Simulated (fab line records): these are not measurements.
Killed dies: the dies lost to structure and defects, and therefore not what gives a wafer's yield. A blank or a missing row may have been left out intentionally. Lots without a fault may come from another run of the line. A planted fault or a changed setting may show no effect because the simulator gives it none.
fab line records -- flow n5_finfet
[record] lots = 7, wafers = 21
route steps=1938 shown BEOL_M9@1467 BEOL_M11@1575 BEOL_M14@1743
start_h: start of the lot's first displayed wafer, in hours after the record's first day -- wait_h: hours from the lot's prior step to this one -- " repeats the value in the row above -- L1.1+2: one row covering several wafers at once -- - no value present, or no start provided -- * or withheld: withheld -- < > ~ a bound
route shown NAME@n: NAME is a module with steps in the file, n the number in the route of the first one -- usual: average and standard deviation across the fault-free wafers -- same: alike in all rows -- chamber/n: place in a boat -- sites: readings site by site -- _std_site: how widely they spread, as a standard deviation -- _edge_site: outer sites' mean less inner sites' -- radius_mm: for every site, how far away it sits from the centre of the wafer -- mask NAME#n: copy n -- behind: the last tool/chamber to shape the wafer -- hold: reason for holding the lot/hours on hold/outcome of the hold -- device: the n, p or np transistor that did not switch -- end of line: the tests these same wafers got at the end of their route -- where a step has no rows: the recipe by itself -- killed: count of dies lost to structure and defects at first sort (not the wafer's yield) -- map: per-die view of a wafer (x killed, . not killed, _ where there is no die)
set.NAME: the setting that was run; set.NAME@STEP: the one run at that earlier step -- model.NAME: the simulator's own value behind a step, which no gauge read
lots whose settings were changed on purpose; a table a step, a row a wafer
[[steps]]
[step N5_BEOL_M9_DEP_56]
[recipe] material = SiCN, target_thk_a = 150, temp_c = withheld, precursor = 3MS/NH3, pressure_torr = 3, rf_w = 202, time_s = 26.5
lot.wafer,tool,chamber,start_h,wait_h,set.time_s,model.SiCN_of_BEOL_M9_DEP_56.thk_nm
L074.2,pecvd-04,1,213.23,0.0,29.24,16.2
L074.3,pecvd-04,2,213.23,0.0,29.24,16.6
L074.4,pecvd-04,1,213.23,0.0,26.5,15.2
L075.3,pecvd-03,0,215.92,0.0,30.09,17
L075.4,pecvd-03,0,215.92,0.0,26.5,15.4
L075.5,pecvd-03,1,215.92,0.0,26.5,15.2
L076.2,pecvd-01,0,224.24,0.0,26.5,15
L076.5+6,pecvd-01,"2,0",224.24,0.0,26.5,14.8
L087.1,pecvd-01,1,286.44,0.0,25.2,14
L087.2,pecvd-01,2,286.44,0.0,26.5,14.8
L087.4,pecvd-01,2,286.44,0.0,25.2,14.2
L093.2+3,pecvd-04,"2,1",327.15,0.0,27.79,15.6
L093.4,pecvd-04,2,327.15,0.0,27.79,15.8
L094.1+2,pecvd-04,"0,2",332.23,0.0,26.5,14.6
L094.5,pecvd-04,0,332.23,0.0,26.5,14.8
L095.3+4+5,pecvd-03,"1,1,2",342.94,0.0,26.5,15.2
[step N5_BEOL_M11_VIA_ETCH_34]
[recipe] chemistry = C4F6/O2, target = SiCOH_lowk, target_depth_a = 1845, mask_material = SOC, taper_deg = 4, time_s = 69.2, ion_energy_ev = 250, pressure_mtorr = 30, source_w = 345, bias_w = 185, Ar_flow_sccm = 300, C4F6_flow_sccm = 10, O2_flow_sccm = 10
lot.wafer,tool,chamber,start_h,wait_h,set.time_s,model.etch.depth_nm
L074.2,rie_diel-01,0,224.46,0.0,57.22,158.8
L074.3,rie_diel-01,1,224.46,0.0,57.22,155.5
L074.4,rie_diel-01,3,224.46,0.0,69.2,184.3
L075.3,rie_diel-02,2,228.76,0.0,69.2,177.8
L075.4,rie_diel-02,3,228.76,0.0,69.2,184.8
L075.5,rie_diel-02,1,228.76,0.0,69.2,183
L076.2,rie_diel-02,2,236.24,0.0,69.2,178.8
L076.5,rie_diel-02,0,236.24,0.0,69.2,184
L076.6,rie_diel-02,1,236.24,0.0,58.13,153.3
L087.1,rie_diel-03,3,297.06,0.0,69.2,184
L087.2,rie_diel-03,0,297.06,0.0,69.2,179.8
L087.4,rie_diel-03,2,297.06,0.0,69.2,181.6
L093.2,rie_diel-03,2,341.57,0.0,69.2,182.5
L093.3,rie_diel-03,0,341.57,0.0,69.2,176.8
L093.4,rie_diel-03,3,341.57,0.0,69.2,181.9
L094.1,rie_diel-03,3,344.20,0.0,69.2,183.4
L094.2,rie_diel-03,0,344.20,0.0,79.87,206.9
L094.5,rie_diel-03,0,344.20,0.0,69.2,180.3
L095.3,rie_diel-02,3,362.60,0.0,69.2,183.3
L095.4,rie_diel-02,1,362.60,0.0,69.2,182.1
L095.5,rie_diel-02,2,362.60,0.0,69.2,187.7
[step N5_BEOL_M11_TRENCH_ETCH_37]
[recipe] chemistry = C4F6/O2, target_depth_a = 1488.3, target = SiCOH_lowk, time_s = 48, ion_energy_ev = 250, pressure_mtorr = 30, source_w = 345, bias_w = 185, Ar_flow_sccm = 300, C4F6_flow_sccm = 10, O2_flow_sccm = 10
[usual] rf_vpp_V = 660/15
lot.wafer,tool,chamber,start_h,wait_h,set.bias_w,rf_vpp_V
L074.2,rie_diel-01,0,-,-,212,740
L074.3,rie_diel-01,1,-,-,185,682
L074.4,rie_diel-01,3,-,-,212,741
L075.3,rie_diel-02,2,-,-,185,639
L075.4,rie_diel-02,3,-,-,185,645
L075.5,rie_diel-02,1,-,-,155.6,577
L076.2,rie_diel-02,2,-,-,158.1,565
L076.5,rie_diel-02,0,-,-,158.1,577
L076.6,rie_diel-02,1,-,-,185,663
L087.1,rie_diel-03,3,-,-,158.7,604
L087.2,rie_diel-03,0,-,-,158.7,577
L087.4,rie_diel-03,2,-,-,185,657
L093.2,rie_diel-03,2,-,-,165.3,602
L093.3,rie_diel-03,0,-,-,185,653
L093.4,rie_diel-03,3,-,-,165.3,627
L094.1,rie_diel-03,3,-,-,157.5,601
L094.2,rie_diel-03,0,-,-,185,651
L094.5,rie_diel-03,0,-,-,157.5,574
L095.3,rie_diel-02,3,-,-,185,643
L095.4,rie_diel-02,1,-,-,185,662
L095.5,rie_diel-02,2,-,-,185,637
[step N5_BEOL_M11_ETCH_41]
[recipe] chemistry = CH3F/O2, target = SiCN, target_depth_a = 426, taper_deg = 2, time_s = 86, ion_energy_ev = 120, mask_material = TiN, pressure_mtorr = 30, source_w = 395, bias_w = 75, Ar_flow_sccm = 150, CH3F_flow_sccm = 30, O2_flow_sccm = 20
[step N5_BEOL_M11_STRIP_77]
[recipe] chemistry = N2/H2, time_s = 10, power_w = 450, temp_c = 40, pressure_mtorr = 20, rf_frequency_hz = 6e+07, bias_power_w = 7, n2_flow_sccm = 200, h2_flow_sccm = 200
[step N5_BEOL_M11_ECD_50]
[recipe] material = Cu, target_thk_a = 3180
[step N5_BEOL_M11_ANNEAL_51]
[recipe] temp_c = 225, time_s = 90, ambient = N2
[step N5_BEOL_M11_CMP_52]
[recipe] stop_on = SiCOH_lowk, t_overpolish_s = 7, down_force_psi = 1, platen_rpm = 50, clearing_platen_down_force_psi = 1.5, clearing_platen_rpm = 50, post_cmp_clean = cu_alkaline, target_thk_nm = 140, clearing_platen_pad_velocity_m_s = 0.99484, pad_velocity_m_s = 0.99484
lot.wafer,tool,chamber,start_h,wait_h,set.bias_w@BEOL_M11_TRENCH_ETCH_37,model.Cu_of_BEOL_M11_ECD_50.thk_nm
L074.3,cmp-03,1,228.92,0.2,185,142.6
L074.4,cmp-03,2,228.92,0.2,212,147
L074.2,cmp-03,3,228.92,0.2,212,153
L075.4,cmp-01,1,232.50,0.2,185,138.2
L075.3,cmp-01,2,232.50,0.2,185,136.6
L075.5,cmp-01,0,232.50,0.2,155.6,130.2
L076.2,cmp-02,1,238.84,0.2,158.1,128.2
L076.6,cmp-02,0,238.84,0.2,185,139
L076.5,cmp-02,1,238.84,0.2,158.1,132.4
L087.1,cmp-01,3,300.04,0.3,158.7,132.6
L087.4,cmp-01,0,300.04,0.3,185,140.6
L087.2,cmp-01,1,300.04,0.3,158.7,130.2
L093.3,cmp-01,0,345.04,0.3,185,136.2
L093.4,cmp-01,2,345.04,0.3,165.3,133.8
L093.2,cmp-01,3,345.04,0.3,165.3,135
L094.1,cmp-03,3,348.90,0.3,157.5,133
L094.2,cmp-03,0,348.90,0.3,185,137.2
L094.5,cmp-03,3,348.90,0.3,157.5,130.2
L095.4,cmp-03,3,366.68,0.2,185,137.6
L095.3,cmp-03,1,366.68,0.2,185,136.2
L095.5,cmp-03,2,366.68,0.2,185,139.8
[step N5_BEOL_M11_THK_MEAS_53]
[recipe] thk_meas_gauge = xrf, reads = Cu_of_BEOL_M11_ECD_50
[usual] M11_THK = 138.1/2.7
lot.wafer,tool,chamber,start_h,wait_h,set.bias_w@BEOL_M11_TRENCH_ETCH_37,M11_THK[nm]
L074.2,film_metro-01,-,229.22,-,212,153.3
L074.3,film_metro-01,-,229.22,-,185,141.9
L074.4,film_metro-01,-,229.22,-,212,146.6
L075.3,film_metro-02,-,232.76,-,185,136.2
L075.4,film_metro-02,-,232.76,-,185,137.5
L075.5,film_metro-02,-,232.76,-,155.6,130.0
L076.2,film_metro-02,-,239.10,-,158.1,128.9
L076.5,film_metro-02,-,239.10,-,158.1,132.7
L076.6,film_metro-02,-,239.10,-,185,139.6
L087.1,film_metro-01,-,300.33,-,158.7,132.0
L087.2,film_metro-01,-,300.33,-,158.7,129.6
L087.4,film_metro-01,-,300.33,-,185,140.7
L093.2,film_metro-02,-,345.33,-,165.3,133.7
L093.3,film_metro-02,-,345.33,-,185,135.7
L093.4,film_metro-02,-,345.33,-,165.3,132.5
L094.1,film_metro-01,-,349.15,-,157.5,132.6
L094.2,film_metro-01,-,349.15,-,185,137.1
L094.5,film_metro-01,-,349.15,-,157.5,130.3
L095.3,film_metro-01,-,366.94,-,185,136.1
L095.4,film_metro-01,-,366.94,-,185,137.3
L095.5,film_metro-01,-,366.94,-,185,140.1
[step N5_BEOL_M11_PRE_CLEAN_55]
[recipe] gas = NH3, time_s = 15, temp_c = withheld, rf_power_w = 300
[step N5_BEOL_M11_DEP_56]
[recipe] material = SiCN, target_thk_a = 300, temp_c = withheld, precursor = 3MS/NH3, pressure_torr = 3, rf_w = 675, time_s = 10.5
[step N5_BEOL_M11_RS_MEAS_57]
[recipe] thk_meas_gauge = four-point-probe, reads = Cu_of_BEOL_M11_ECD_50+Co_of_BEOL_M11_CVD_75+TaN_of_BEOL_M11_ALD_74
[usual] M11_RS = 0.1519/0.003
lot.wafer,tool,chamber,start_h,wait_h,set.bias_w@BEOL_M11_TRENCH_ETCH_37,M11_RS[ohm/sq]
L074.2,film_metro-01,-,229.37,0.1,212,0.1370
L074.3,film_metro-01,-,229.37,0.1,185,0.1478
L074.4,film_metro-01,-,229.37,0.1,212,0.1434
L075.3,film_metro-01,-,232.88,0.0,185,0.1552
L075.4,film_metro-01,-,232.88,0.0,185,0.1536
L075.5,film_metro-01,-,232.88,0.0,155.6,0.1637
L076.2,film_metro-01,-,239.23,0.0,158.1,0.1665
L076.5,film_metro-01,-,239.23,0.0,158.1,0.1606
L076.6,film_metro-01,-,239.23,0.0,185,0.1522
L087.1,film_metro-01,-,300.46,0.0,158.7,0.1605
L087.2,film_metro-01,-,300.46,0.0,158.7,0.1639
L087.4,film_metro-01,-,300.46,0.0,185,0.1506
L093.2,film_metro-01,-,345.46,0.0,165.3,0.1571
L093.3,film_metro-01,-,345.46,0.0,185,0.1555
L093.4,film_metro-01,-,345.46,0.0,165.3,0.1588
L094.1,film_metro-02,-,349.28,0.0,157.5,0.1597
L094.2,film_metro-02,-,349.28,0.0,185,0.1547
L094.5,film_metro-02,-,349.28,0.0,157.5,0.1634
L095.3,film_metro-02,-,367.07,0.0,185,0.1557
L095.4,film_metro-02,-,367.07,0.0,185,0.1536
L095.5,film_metro-02,-,367.07,0.0,185,0.1513
[step N5_BEOL_M14_PEB_26]
[recipe] peb_temp_c = 130, peb_time_s = 90
lot.wafer,tool,chamber,start_h,wait_h,set.peb_temp_c
L074.2+3+4,litho_track-02,0,241.90,0.0,130
L075.3,litho_track-02,0,243.89,0.0,131
L075.4+5,litho_track-02,0,243.89,0.0,130
L076.2+5,litho_track-01,0,251.95,0.0,130
L076.6,litho_track-01,0,251.95,0.0,131.1
L087.1,litho_track-02,0,317.39,0.1,128
L087.2+4,litho_track-02,0,317.39,0.1,130
L093.2+3,litho_track-02,0,366.14,0.0,130
L093.4,litho_track-02,0,366.14,0.0,132
L094.1+5,litho_track-02,0,371.23,0.1,130
L094.2,litho_track-02,0,371.23,0.1,128.6
L095.3+4+5,litho_track-03,0,381.51,0.0,130
[step N5_BEOL_M14_DEVELOP_27]
[recipe] develop_time_s = 45, rinse_liquid = diw, dry = air_spin, dev_temp_c = 21
[step N5_BEOL_M14_HARDBAKE_32]
[recipe] temp_c = 130, time_s = 120
[step N5_BEOL_M14_CD_MEAS_28]
[recipe] target_cd_nm = 284.4, landing_energy_ev = 500, detector = se_inlens
[usual] cd_nm = 283.7/1.7
lot.wafer,tool,chamber,start_h,wait_h,set.peb_temp_c@BEOL_M14_PEB_26,cd_nm
L074.2,cd_sem-02,0,242.01,-,130,284.8
L074.3,cd_sem-02,0,242.01,-,130,284.4
L074.4,cd_sem-02,0,242.01,-,130,283.8
L075.3,cd_sem-01,0,244.01,-,131,288.3
L075.4,cd_sem-01,0,244.01,-,130,283.7
L075.5,cd_sem-01,0,244.01,-,130,285.8
L076.2,cd_sem-03,0,252.06,-,130,285.0
L076.5,cd_sem-03,0,252.06,-,130,282.2
L076.6,cd_sem-03,0,252.06,-,131.1,289.6
L087.1,cd_sem-01,0,317.50,-,128,273.1
L087.2,cd_sem-01,0,317.50,-,130,283.6
L087.4,cd_sem-01,0,317.50,-,130,283.9
L093.2,cd_sem-01,0,366.26,-,130,284.8
L093.3,cd_sem-01,0,366.26,-,130,282.5
L093.4,cd_sem-01,0,366.26,-,132,294.7
L094.1,cd_sem-03,0,371.34,-,130,283.4
L094.2,cd_sem-03,0,371.34,-,128.6,279.4
L094.5,cd_sem-03,0,371.34,-,130,285.3
L095.3,cd_sem-03,0,381.63,-,130,283.7
L095.4,cd_sem-03,0,381.63,-,130,283.1
L095.5,cd_sem-03,0,381.63,-,130,283.3
[step N5_BEOL_M14_DESCUM_33]
[recipe] chemistry = O2, time_s = 7.9, source_power_w = 50, bias_power_w = 20, pressure_mtorr = 20, rf_frequency_hz = 2.712e+07, temp_c = 40, o2_flow_sccm = 225
lot.wafer,tool,chamber,start_h,wait_h,set.time_s,set.peb_temp_c@BEOL_M14_PEB_26,model.BEOL_M14.cd_nm
L074.2,rie_diel-06,3,242.32,0.3,7.9,130,284.8
L074.3,rie_diel-06,2,242.32,0.3,9.127,130,284.6
L074.4,rie_diel-06,0,242.32,0.3,9.127,130,284.2
L075.3,rie_diel-05,1,244.25,0.2,7.9,131,288.6
L075.4,rie_diel-05,2,244.25,0.2,7.9,130,283.6
L075.5,rie_diel-05,0,244.25,0.2,7.9,130,286
L076.2,rie_diel-04,0,252.15,0.0,8.488,130,285.2
L076.5,rie_diel-04,2,252.15,0.0,7.9,130,282.2
L076.6,rie_diel-04,1,252.15,0.0,7.9,131.1,289.6
L087.1,rie_diel-05,3,317.59,0.0,6.17,128,273
L087.2,rie_diel-05,2,317.59,0.0,7.9,130,283.6
L087.4,rie_diel-05,0,317.59,0.0,7.9,130,284
L093.2,rie_diel-06,3,366.34,0.0,6.287,130,284.4
L093.3,rie_diel-06,1,366.34,0.0,7.9,130,-
L093.4,rie_diel-06,1,366.34,0.0,7.9,132,294.8
L094.1,rie_diel-06,1,371.43,0.0,8.474,130,283.4
L094.2,rie_diel-06,3,371.43,0.0,8.474,128.6,279.4
L094.5,rie_diel-06,1,371.43,0.0,8.474,130,285.4
L095.3+5,rie_diel-05,1,381.72,0.0,7.9,130,283.6
L095.4,rie_diel-05,3,381.72,0.0,7.9,130,283
[step N5_BEOL_M14_ETCH_67]
[recipe] chemistry = CF4, target = SiARC, target_depth_a = 1430, time_s = 238.3, ion_energy_ev = 80, pressure_mtorr = 40, source_w = 545, bias_w = 36, Ar_flow_sccm = 100, cf4_flow_sccm = 100, ends = cleared
lot.wafer,tool,chamber,start_h,wait_h,set.peb_temp_c@BEOL_M14_PEB_26,model.BEOL_M14.cd_nm
L074.2,rie_diel-06,3,242.36,0.0,130,281
L074.3+4,rie_diel-06,"2,0",242.36,0.0,130,280
L075.3,rie_diel-05,1,244.28,0.0,131,284.2
L075.4,rie_diel-05,2,244.28,0.0,130,279
L075.5,rie_diel-05,0,244.28,0.0,130,281.2
L076.2,rie_diel-04,0,252.18,0.0,130,280.4
L076.5,rie_diel-04,2,252.18,0.0,130,278.4
L076.6,rie_diel-04,1,252.18,0.0,131.1,285.8
L087.1,rie_diel-05,3,317.63,0.0,128,268.6
L087.2,rie_diel-05,2,317.63,0.0,130,278.6
L087.4,rie_diel-05,0,317.63,0.0,130,278.8
L093.2,rie_diel-06,3,366.38,0.0,130,280.6
L093.3,rie_diel-06,1,366.38,0.0,130,278.2
L093.4,rie_diel-06,1,366.38,0.0,132,291
L094.1,rie_diel-06,1,371.47,0.0,130,279.2
L094.2,rie_diel-06,3,371.47,0.0,128.6,275.8
L094.5,rie_diel-06,1,371.47,0.0,130,281.2
L095.3+5,rie_diel-05,1,381.75,0.0,130,279
L095.4,rie_diel-05,3,381.75,0.0,130,279.2
[step N5_BEOL_M14_ETCH_68]
[recipe] chemistry = N2/H2, target = SOC, mask_material = SiARC, source_w = 3000, bias_w = 350, temp_c = 40, time_s = 450, ion_energy_ev = 200, pressure_mtorr = 30, n2_flow_sccm = 200, h2_flow_sccm = 200
lot.wafer,tool,chamber,start_h,wait_h,set.peb_temp_c@BEOL_M14_PEB_26,model.BEOL_M14.cd_nm
L074.2,rie_diel-06,3,242.51,0.1,130,279.2
L074.3,rie_diel-06,2,242.51,0.1,130,280.2
L074.4,rie_diel-06,0,242.51,0.1,130,278.6
L075.3,rie_diel-05,1,244.43,0.1,131,283.8
L075.4,rie_diel-05,2,244.43,0.1,130,278
L075.5,rie_diel-05,0,244.43,0.1,130,282.4
L076.2,rie_diel-04,0,252.33,0.1,130,277.2
L076.5,rie_diel-04,2,252.33,0.1,130,278.6
L076.6,rie_diel-04,1,252.33,0.1,131.1,284.2
L087.1,rie_diel-05,3,317.77,0.1,128,268.4
L087.2,rie_diel-05,2,317.77,0.1,130,279.4
L087.4,rie_diel-05,0,317.77,0.1,130,281
L093.2,rie_diel-06,3,366.53,0.1,130,279.8
L093.3,rie_diel-06,1,366.53,0.1,130,275.6
L093.4,rie_diel-06,1,366.53,0.1,132,289.2
L094.1,rie_diel-06,1,371.61,0.1,130,277
L094.2,rie_diel-06,3,371.61,0.1,128.6,273.8
L094.5,rie_diel-06,1,371.61,0.1,130,279.4
L095.3,rie_diel-05,1,381.90,0.1,130,279
L095.4,rie_diel-05,3,381.90,0.1,130,278.4
L095.5,rie_diel-05,1,381.90,0.1,130,279.2
[step N5_BEOL_M14_STRIP_69]
[recipe] chemistry = N2/H2, temp_c = 40, n2_flow_sccm = 200, h2_flow_sccm = 200, rf_frequency_hz = 6e+07
[step N5_BEOL_M14_TRENCH_ETCH_34]
[recipe] chemistry = C4F8/O2/Ar, target = SiO2, target_depth_a = 5566.5, mask_material = SOC, he_inner_torr = 15, he_outer_torr = 30, time_s = 126.9, ion_energy_ev = 800, pressure_mtorr = 20, source_w = 1905, bias_w = 2040, Ar_flow_sccm = 400, C4F8_flow_sccm = 16, O2_flow_sccm = 12
lot.wafer,tool,chamber,start_h,wait_h,set.peb_temp_c@BEOL_M14_PEB_26,model.BEOL_M14.cd_nm
L074.2,rie_diel-06,3,242.78,0.0,130,279.4
L074.3,rie_diel-06,2,242.78,0.0,130,280.2
L074.4,rie_diel-06,0,242.78,0.0,130,278.2
L075.3,rie_diel-05,1,244.70,0.0,131,284
L075.4,rie_diel-05,2,244.70,0.0,130,277.8
L075.5,rie_diel-05,0,244.70,0.0,130,282.8
L076.2,rie_diel-04,0,252.60,0.0,130,277
L076.5,rie_diel-04,2,252.60,0.0,130,278.8
L076.6,rie_diel-04,1,252.60,0.0,131.1,284
L087.1,rie_diel-05,3,318.05,0.0,128,268.2
L087.2,rie_diel-05,2,318.05,0.0,130,279.2
L087.4,rie_diel-05,0,318.05,0.0,130,281.2
L093.2,rie_diel-06,3,366.80,0.0,130,280
L093.3,rie_diel-06,1,366.80,0.0,130,276
L093.4,rie_diel-06,1,366.80,0.0,132,289.6
L094.1,rie_diel-06,1,371.89,0.0,130,277.4
L094.2,rie_diel-06,3,371.89,0.0,128.6,273.8
L094.5,rie_diel-06,1,371.89,0.0,130,279.6
L095.3,rie_diel-05,1,382.17,0.0,130,279
L095.4,rie_diel-05,3,382.17,0.0,130,278
L095.5,rie_diel-05,1,382.17,0.0,130,279.2
[[key]]
[split] step = N5_BEOL_M9_DEP_56, setting = time_s, stated = 26.5, by = wafer
[response] step = N5_BEOL_M9_DEP_56, reading = model.SiCN_of_BEOL_M9_DEP_56.thk_nm, change = +0.124, per = 1%, r = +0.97
[split] step = N5_BEOL_M11_VIA_ETCH_34, setting = time_s, stated = 69.2, by = wafer
[response] step = N5_BEOL_M11_VIA_ETCH_34, reading = model.etch.depth_nm, change = +1.64, per = 1%, r = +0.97
[split] step = N5_BEOL_M11_TRENCH_ETCH_37, setting = bias_w, stated = 185, by = wafer
[response] step = N5_BEOL_M11_TRENCH_ETCH_37, reading = rf_vpp_V, change = +4.57, per = 1%, r = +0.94
[response] step = N5_BEOL_M11_CMP_52, reading = model.Cu_of_BEOL_M11_ECD_50.thk_nm, change = +0.48, per = 1%, r = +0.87
[response] step = N5_BEOL_M11_THK_MEAS_53, reading = M11_THK, change = +0.501, per = 1%, r = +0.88
[response] step = N5_BEOL_M11_RS_MEAS_57, reading = M11_RS, change = -0.000591, per = 1%, r = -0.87
[split] step = N5_BEOL_M14_PEB_26, setting = peb_temp_c, stated = 130, by = wafer
[response] step = N5_BEOL_M14_CD_MEAS_28, reading = cd_nm, change = +6.48, per = 1%, r = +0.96
[response] step = N5_BEOL_M14_DESCUM_33, reading = model.BEOL_M14.cd_nm, change = +6.34, per = 1%, r = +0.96
[response] step = N5_BEOL_M14_ETCH_67, reading = model.BEOL_M14.cd_nm, change = +6.48, per = 1%, r = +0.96
[response] step = N5_BEOL_M14_ETCH_68, reading = model.BEOL_M14.cd_nm, change = +6.76, per = 1%, r = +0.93
[response] step = N5_BEOL_M14_TRENCH_ETCH_34, reading = model.BEOL_M14.cd_nm, change = +6.86, per = 1%, r = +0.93
[split] step = N5_BEOL_M14_DESCUM_33, setting = time_s, stated = 7.9, by = wafer
response none clear
